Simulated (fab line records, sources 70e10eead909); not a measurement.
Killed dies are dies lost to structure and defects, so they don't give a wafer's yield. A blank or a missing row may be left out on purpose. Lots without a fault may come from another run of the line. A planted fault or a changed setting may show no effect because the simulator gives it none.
Chamber matching | flow nand_harc | NHARC_P_M0_STRIP_18 on rie_diel-08: 4 sister chambers
The step strips in N2/H2. 8 wafers are shown with their chamber, then 7 later ones without.

WAFERS WITH THEIR CHAMBER
wafer  | chamber | showerhead_plenum_p_Torr (Torr) | drypump_motor_current_A (A)
L107.5 | 1       | 2.09                            | 5.8
L111.3 | 1       | 2.09                            | 5.8
L111.6 | 2       | 1.98                            | 5.4
L110.4 | 0       | 2.12                            | 6.8
L110.5 | 2       | 1.98                            | 5.4
L110.6 | 3       | 1.95                            | 5.4
L121.3 | 0       | 2.11                            | 6.8
L121.4 | 3       | 1.95                            | 5.3

WAFERS WITHOUT THEIR CHAMBER
wafer  | showerhead_plenum_p_Torr (Torr) | drypump_motor_current_A (A)
L121.5 | 2.11                            | 6.8
L123.1 | 1.95                            | 5.3
L123.2 | 1.97                            | 5.4
L123.3 | 2.08                            | 5.7
L128.1 | 2.08                            | 5.8
L128.2 | 1.97                            | 5.4
L128.6 | 1.97                            | 5.4

WHICH CHAMBER EACH WENT THROUGH
wafer  | from the rows above | in truth
L121.5 | 0                   | 0
L123.1 | 3                   | 3
L123.2 | 2                   | 2
L123.3 | 1                   | 1
L128.1 | 1                   | 1
L128.2 | 2                   | 2
L128.6 | 2                   | 2
Placed correctly: 7 of 7. Can't be placed from these rows: 0. Placed wrongly: 0.
How it was worked out, from the rows above alone: a wafer's distance from a chamber is the root of the sum, over the readings, of the square of ((its reading less the chamber's mean) divided by the reading's scatter). The wafer belongs to the nearest chamber; if the next one is less than 2 further off, it can't be placed. A chamber's mean is the mean of its shown wafers. The scatter: the root of (the sum of the squares of (reading less its chamber's mean) over the shown wafers, divided by (wafers less chambers)).
